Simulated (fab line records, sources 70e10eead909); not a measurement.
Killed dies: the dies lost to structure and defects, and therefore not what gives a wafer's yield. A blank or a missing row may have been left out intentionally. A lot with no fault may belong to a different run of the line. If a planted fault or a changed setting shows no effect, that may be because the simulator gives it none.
fab line records -- flow nand_harc
record: lots: 13, wafers: 39, last_day: 32
route steps=1302 shown P_ZERO_WELL@26 P_STI@90
lots untouched by any fault: they come from a run of this same line in which no faults occurred
start_h: start of the lot's first displayed wafer, in hours after the record's first day -- wait_h: how many hours have passed since the lot's step before this one -- " unchanged from the row above -- L1.1+2: a single row standing in for several wafers -- - no value, or no start was given -- * or withheld: withheld -- < > ~ a bound
route shown NAME@n: names a module that has steps shown in the file, with the first one's number in the route -- usual: mean and standard deviation over wafers with no fault -- same: alike in all rows -- chamber/n: place in a boat -- sites: per-site readings -- _std_site: standard deviation of those values -- _edge_site: the outer-site mean with the inner-site mean subtracted -- radius_mm: how far each site lies from the wafer's centre -- mask NAME#n: copy n -- behind: the tool/chamber that last shaped the wafer -- hold: why the lot was held/for how many hours/how that ended -- device: which transistor (n, p or np) failed to switch -- end of line: the same wafers' tests at the end of the route -- step lacking rows: just its recipe -- killed: dies that structure and defects cost at the first sort, which is not the same as the wafer's yield -- map: the dies of a wafer, with x for killed, . for not killed, _ for no die there
set.NAME: the setting that was run; set.NAME@STEP: the one run at that earlier step -- model.NAME: the simulator's own value behind a step, which no gauge read
route steps across a sampled set of lots; one table per step, one row per wafer
services: from which hour (start_h, from the record's first day; less than 0 if before it) a tool's chamber was out of use, for how many hours, and why
== steps ==
step: NHARC_P_ZERO_WELL_EXPOSE_21
recipe: na: 0.6, target_cd_nm: 720, dose_mj: 22.31, mask_id: P_NWELL
lot.wafer,tool,chamber,start_h,wait_h,mask
L800.1+2+6,krf_scanner-02,0,23.88,-,P_NWELL#0
L802.1+4+5,krf_scanner-02,0,42.29,-,P_NWELL#0
L804.1+2+6,krf_scanner-02,0,62.49,-,P_NWELL#0
L805.2+4+5,krf_scanner-02,0,72.21,-,P_NWELL_R1#0
L810.1+4+5,krf_scanner-04,0,122.34,-,P_NWELL#0
L815.2+4+5,krf_scanner-01,0,172.32,-,P_NWELL#0
L816.2+4+5,krf_scanner-02,0,182.34,-,P_NWELL#0
L818.2+4+6,krf_scanner-01,0,202.20,-,P_NWELL#0
L819.1+2+5,krf_scanner-02,0,212.56,-,P_NWELL#0
L820.1+2+3,krf_scanner-02,0,222.42,-,P_NWELL#0
L821.1+2+6,krf_scanner-04,0,232.46,-,P_NWELL#0
L822.1+4+6,krf_scanner-01,0,242.49,-,P_NWELL#0
L823.1+3+5,krf_scanner-04,0,252.33,-,P_NWELL#0
step: NHARC_P_ZERO_WELL_CD_MEAS_24
recipe: target_cd_nm: 720, landing_energy_ev: 500
usual: cd_nm: 719.0/2.5
lot.wafer,tool,chamber,start_h,wait_h,cd_nm
L800.1,cd_sem-02,0,24.04,-,719.6
L800.2,cd_sem-02,0,24.04,-,721.9
L800.6,cd_sem-02,0,24.04,-,716.2
L802.1,cd_sem-01,0,42.45,-,718.6
L802.4,cd_sem-01,0,42.45,-,717.3
L802.5,cd_sem-01,0,42.45,-,717.8
L804.1,cd_sem-02,0,62.64,-,723.0
L804.2,cd_sem-02,0,62.64,-,716.0
L804.6,cd_sem-02,0,62.64,-,718.1
L805.2,cd_sem-03,0,72.37,-,710.7
L805.4,cd_sem-03,0,72.37,-,714.7
L805.5,cd_sem-03,0,72.37,-,707.3
L810.1,cd_sem-01,0,122.50,-,715.7
L810.4,cd_sem-01,0,122.50,-,716.1
L810.5,cd_sem-01,0,122.50,-,720.3
L815.2,cd_sem-02,0,172.47,-,718.2
L815.4,cd_sem-02,0,172.47,-,720.9
L815.5,cd_sem-02,0,172.47,-,716.2
L816.2,cd_sem-03,0,182.49,-,719.1
L816.4,cd_sem-03,0,182.49,-,716.3
L816.5,cd_sem-03,0,182.49,-,724.2
L818.2,cd_sem-01,0,202.36,-,713.6
L818.4,cd_sem-01,0,202.36,-,717.5
L818.6,cd_sem-01,0,202.36,-,716.4
L819.1,cd_sem-02,0,212.71,-,719.5
L819.2,cd_sem-02,0,212.71,-,716.8
L819.5,cd_sem-02,0,212.71,-,716.7
L820.1,cd_sem-02,0,222.58,-,715.2
L820.2,cd_sem-02,0,222.58,-,719.4
L820.3,cd_sem-02,0,222.58,-,714.2
L821.1,cd_sem-02,0,232.62,-,724.0
L821.2,cd_sem-02,0,232.62,-,720.3
L821.6,cd_sem-02,0,232.62,-,726.0
L822.1,cd_sem-02,0,242.65,-,721.1
L822.4,cd_sem-02,0,242.65,-,720.2
L822.6,cd_sem-02,0,242.65,-,719.3
L823.1,cd_sem-02,0,252.49,-,715.4
L823.3,cd_sem-02,0,252.49,-,719.8
L823.5,cd_sem-02,0,252.49,-,720.5
step: NHARC_P_STI_ETCH_15
recipe: target_depth_a: 3000, taper_deg: 4, time_s: 100.1, hbr_flow_sccm: 150, cl2_flow_sccm: 50, rf_w: 400, icp_w: 400, bias_w: 100, chemistry: HBr/Cl2
usual: drypump_motor_current_A: 5.6/0.53, oes_product_au: 0.999/0.012, rf_fwd_power_W: 397.1/1.3, throttle_valve_pct: 26.406/0.0094
lot.wafer,tool,chamber,start_h,wait_h,drypump_motor_current_A,oes_product_au,rf_fwd_power_W,rf_hours_counter_h,throttle_valve_pct
L800.1,rie_si-06,3,46.05,-,4.6,0.986,395.9,0.9,26.396
L800.2,rie_si-06,0,46.05,-,5.9,1.010,397.7,0.9,26.418
L800.6,rie_si-06,0,46.05,-,5.9,0.988,398.4,-,26.400
L802.1,rie_si-05,1,65.38,-,6.2,0.986,397.1,0.7,26.405
L802.4,rie_si-05,1,65.38,-,6.2,0.974,395.4,-,26.402
L802.5,rie_si-05,2,65.38,-,5.7,0.992,398.2,-,26.395
L804.1,rie_si-05,2,84.68,-,5.7,0.981,397.8,0.9,26.408
L804.2,rie_si-05,3,84.68,-,5.2,0.979,398.5,0.9,26.418
L804.6,rie_si-05,1,84.68,-,6.2,0.979,397.6,-,26.408
L805.2,rie_si-01,0,93.58,-,6.0,1.025,398.9,0.4,26.396
L805.4,rie_si-01,1,93.58,-,5.6,1.003,395.0,0.3,26.399
L805.5,rie_si-01,2,93.58,-,5.7,1.001,395.8,-,26.403
L810.4,rie_si-06,0,144.56,-,5.9,0.998,397.8,0.4,26.400
L810.1,rie_si-06,1,144.56,-,6.5,1.012,396.3,0.3,26.402
L810.5,rie_si-06,2,144.56,-,5.2,0.991,397.2,-,26.407
L815.2,rie_si-05,1,195.01,-,6.1,1.006,395.2,0.3,26.418
L815.4,rie_si-05,2,195.01,-,5.7,0.998,397.5,0.3,26.400
L815.5,rie_si-05,0,195.01,-,5.2,1.027,396.3,-,26.406
L816.4,rie_si-01,1,206.58,-,5.6,1.014,394.5,0.0,26.408
L816.2,rie_si-01,2,206.58,-,5.7,1.005,397.0,0.0,26.400
L816.5,rie_si-01,2,206.58,-,5.7,1.003,396.2,-,26.390
L818.4,rie_si-01,1,223.01,-,5.6,1.004,396.4,0.2,26.408
L818.2,rie_si-01,2,223.01,-,5.7,0.998,396.8,0.2,26.410
L818.6,rie_si-01,2,223.01,-,5.7,1.006,395.4,-,26.422
L819.2,rie_si-05,2,233.55,-,5.7,0.988,396.9,0.5,26.402
L819.1,rie_si-05,3,233.55,-,5.2,0.979,394.4,0.7,26.411
L819.5,rie_si-05,1,233.55,-,6.2,1.003,397.9,-,26.421
L820.1,rie_si-06,1,243.64,-,6.5,1.005,396.2,0.9,26.403
L820.2,rie_si-06,2,243.64,-,5.2,1.003,397.8,1.0,26.408
L820.3,rie_si-06,3,243.64,-,4.6,0.990,397.7,1.1,26.406
L821.1,rie_si-01,0,253.52,-,6.0,1.001,398.6,0.4,26.404
L821.2,rie_si-01,2,253.52,-,5.6,1.001,396.9,0.4,26.412
L821.6,rie_si-01,0,253.52,-,6.0,0.994,396.4,-,26.400
L822.1,rie_si-06,0,265.24,-,5.9,1.010,399.5,0.0,26.391
L822.4,rie_si-06,2,265.24,-,5.2,1.018,398.1,0.0,26.414
L822.6,rie_si-06,1,265.24,-,6.5,1.019,396.2,-,26.403
L823.1,rie_si-06,1,272.98,-,6.5,1.005,398.2,0.1,26.400
L823.3,rie_si-06,0,272.98,-,5.9,1.011,398.7,0.2,26.391
L823.5,rie_si-06,1,272.98,-,6.5,1.010,398.9,-,26.418
step: NHARC_P_STI_CD_MEAS_16
usual: cd_nm: 199/3.3
lot.wafer,tool,chamber,start_h,wait_h,cd_nm
L800.1,cd_sem-01,-,46.21,-,199
L800.2,cd_sem-01,-,46.21,-,197
L800.6,cd_sem-01,-,46.21,-,196
L802.1,cd_sem-01,-,65.55,-,200
L802.4,cd_sem-01,-,65.55,-,199
L802.5,cd_sem-01,-,65.55,-,198
L804.1,cd_sem-02,-,84.82,-,196
L804.2,cd_sem-02,-,84.82,-,197
L804.6,cd_sem-02,-,84.82,-,200
L805.2,cd_sem-02,-,93.71,-,199
L805.4,cd_sem-02,-,93.71,-,204
L805.5,cd_sem-02,-,93.71,-,201
L810.1,cd_sem-03,-,144.69,-,201
L810.4,cd_sem-03,-,144.69,-,204
L810.5,cd_sem-03,-,144.69,-,197
L815.2,cd_sem-02,-,195.15,-,201
L815.4,cd_sem-02,-,195.15,-,193
L815.5,cd_sem-02,-,195.15,-,199
L816.2,cd_sem-02,-,206.75,-,194
L816.4,cd_sem-02,-,206.75,-,200
L816.5,cd_sem-02,-,206.75,-,198
L818.2,cd_sem-03,-,223.18,-,200
L818.4,cd_sem-03,-,223.18,-,206
L818.6,cd_sem-03,-,223.18,-,197
L819.1,cd_sem-03,-,233.68,-,197
L819.2,cd_sem-03,-,233.68,-,198
L819.5,cd_sem-03,-,233.68,-,197
L820.1,cd_sem-01,-,243.79,-,202
L820.2,cd_sem-01,-,243.79,-,199
L820.3,cd_sem-01,-,243.79,-,198
L821.1,cd_sem-01,-,253.66,-,200
L821.2,cd_sem-01,-,253.66,-,197
L821.6,cd_sem-01,-,253.66,-,199
L822.1,cd_sem-02,-,265.41,-,202
L822.4,cd_sem-02,-,265.41,-,197
L822.6,cd_sem-02,-,265.41,-,197
L823.1,cd_sem-02,-,273.17,-,201
L823.3,cd_sem-02,-,273.17,-,204
L823.5,cd_sem-02,-,273.17,-,196
step: NHARC_P_STI_OCD_MEAS_17
usual: trench_depth_nm: 300/5.9, trench_foot_cd_nm: 156.8/3
lot.wafer,tool,chamber,start_h,wait_h,trench_depth_nm,trench_foot_cd_nm
L800.1,ocd-01,-,46.30,0.1,292,159.1
L800.2,ocd-01,-,46.30,0.1,303,156.3
L800.6,ocd-01,-,46.30,0.1,299,156.4
L802.1,ocd-01,-,65.64,0.1,295,158.4
L802.4,ocd-01,-,65.64,0.1,293,158.7
L802.5,ocd-01,-,65.64,0.1,295,156.4
L804.1,ocd-02,-,84.91,0.1,294,155.9
L804.2,ocd-02,-,84.91,0.1,293,156.9
L804.6,ocd-02,-,84.91,0.1,292,160.0
L805.2,ocd-01,-,93.80,0.1,310,155.2
L805.4,ocd-01,-,93.80,0.1,306,158.0
L805.5,ocd-01,-,93.80,0.1,301,158.2
L810.1,ocd-01,-,144.78,0.1,305,159.9
L810.4,ocd-01,-,144.78,0.1,302,161.8
L810.5,ocd-01,-,144.78,0.1,295,157.1
L815.2,ocd-01,-,195.24,0.1,303,156.9
L815.4,ocd-01,-,195.24,0.1,298,152.7
L815.5,ocd-01,-,195.24,0.1,315,154.4
L816.2,ocd-01,-,206.83,0.1,305,153.0
L816.4,ocd-01,-,206.83,0.1,306,157.2
L816.5,ocd-01,-,206.83,0.1,301,155.9
L818.2,ocd-02,-,223.27,0.1,298,158.7
L818.4,ocd-02,-,223.27,0.1,304,160.9
L818.6,ocd-02,-,223.27,0.1,304,153.7
L819.1,ocd-01,-,233.77,0.1,290,157.8
L819.2,ocd-01,-,233.77,0.1,297,155.6
L819.5,ocd-01,-,233.77,0.1,301,154.4
L820.1,ocd-02,-,243.87,0.1,308,157.0
L820.2,ocd-02,-,243.87,0.1,303,156.7
L820.3,ocd-02,-,243.87,0.1,293,158.9
L821.1,ocd-01,-,253.75,0.1,301,157.1
L821.2,ocd-01,-,253.75,0.1,302,155.6
L821.6,ocd-01,-,253.75,0.1,297,157.5
L822.1,ocd-02,-,265.49,0.1,307,161.0
L822.4,ocd-02,-,265.49,0.1,309,154.5
L822.6,ocd-02,-,265.49,0.1,310,155.4
L823.1,ocd-01,-,273.27,0.1,305,158.9
L823.3,ocd-01,-,273.27,0.1,305,162.0
L823.5,ocd-01,-,273.27,0.1,306,155.2
== services ==
tool,chamber,start_h,hours,kind
krf_scanner-04,-,10.00,4.0,pm
rie_si-01,-,16.00,9.0,pm
krf_scanner-01,-,28.77,0.2,repair
krf_scanner-02,-,29.63,0.5,repair
krf_scanner-01,-,42.51,0.6,repair
rie_si-05,0,61.07,9.3,repair
rie_si-06,-,72.00,9.0,pm
rie_si-06,0,72.00,9.0,vent_cycle
krf_scanner-02,-,94.00,4.0,pm
rie_si-01,0,108.12,1.0,repair
rie_si-05,-,128.00,9.0,pm
krf_scanner-01,-,140.02,4.0,pm
rie_si-05,3,146.51,5.8,repair
rie_si-05,2,152.71,2.7,repair
krf_scanner-02,-,152.79,3.1,repair
krf_scanner-04,-,175.45,0.7,repair
krf_scanner-04,-,182.00,4.0,pm
rie_si-01,-,193.00,9.0,pm
krf_scanner-04,-,195.65,0.7,repair
rie_si-05,-,229.15,0.2,repair
rie_si-06,-,249.00,9.0,pm
krf_scanner-04,-,251.34,0.5,repair
krf_scanner-02,-,266.00,4.0,pm
rie_si-06,3,267.73,5.9,repair
== key ==
first_sign: step: NHARC_P_ZERO_WELL_EXPOSE_21, reading: mask, direction: changed
effect: step: NHARC_P_ZERO_WELL_CD_MEAS_24, reading: cd_nm, direction: down, sigmas: 3.2, usual: 719.0, struck: 710.9
met_at NHARC_P_ZERO_WELL_EXPOSE_21
struck_lots L805
tester_left_out L805
not_acting_at NHARC_P_STI_ETCH_15,NHARC_P_STI_CD_MEAS_16,NHARC_P_STI_OCD_MEAS_17
onset_between 62.49 72.21
fault: kind: wrong_mask, tool: any, chamber: -, onset_h: 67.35, steps: NHARC_P_ZERO_WELL_EXPOSE_21, aux_copy: P_NWELL_R1#0, cd_offset_nm: -7.8726, scope: struck_lots_only
tester_left_out: of these lots the tester's yield and bins aren't shown, on N5 and GAA mostly nor the transistor test; their killed dies are dies lost to structure and defects alone, not to doping, threshold or leakage, so they don't give the yield
